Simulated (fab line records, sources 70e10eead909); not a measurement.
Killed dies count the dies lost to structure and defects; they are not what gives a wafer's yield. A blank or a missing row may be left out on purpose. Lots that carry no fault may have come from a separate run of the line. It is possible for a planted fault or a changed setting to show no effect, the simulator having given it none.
Matching of chambers | flow nand-harc | NHARC_A_STAIRCASE_TRIM_229 on rie-diel-01 has 4 sister chambers
The step chemistry O2, time 211.2 s. 4 wafers are shown with their chamber, then 9 later ones without.

WAFERS WITH THEIR CHAMBER
wafer  | chamber | showerhead-plenum-p-Torr (Torr)
L089.2 | 0       | 3.79
L089.3 | 2       | 3.29
L090.1 | 3       | 3.40
L090.6 | 1       | 3.55

WAFERS WHOSE CHAMBER IS MISSING
wafer  | showerhead-plenum-p-Torr (Torr)
L092.3 | 3.29
L092.4 | 3.40
L092.6 | 3.78
L093.2 | 3.78
L093.4 | 3.28
L093.5 | 3.78
L097.1 | 3.54
L097.2 | 3.39
L097.5 | 3.81

THE CHAMBER EACH PASSED THROUGH
wafer  | from the rows above | in truth
L092.3 | 2                   | 2
L092.4 | 3                   | 3
L092.6 | 0                   | 0
L093.2 | 0                   | 0
L093.4 | 2                   | 2
L093.5 | 0                   | 0
L097.1 | 1                   | 1
L097.2 | 3                   | 3
L097.5 | 0                   | 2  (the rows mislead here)
Correct placement for 8 of the 9. Number that these rows cannot place: 0. Placed wrongly: 1.
How it was worked out, from the rows above alone: a wafer's distance from a chamber is the root of the sum, over the readings, of the square of ((its reading less the chamber's mean) divided by the reading's scatter). If the next closest chamber is less than 2 further off than the closest, the wafer can't be placed; otherwise it belongs to the closest. A chamber's mean is the mean of its shown wafers. The scatter: with one shown wafer a chamber, the root of the mean of the squares of how far each hidden wafer lies from its nearest shown one.
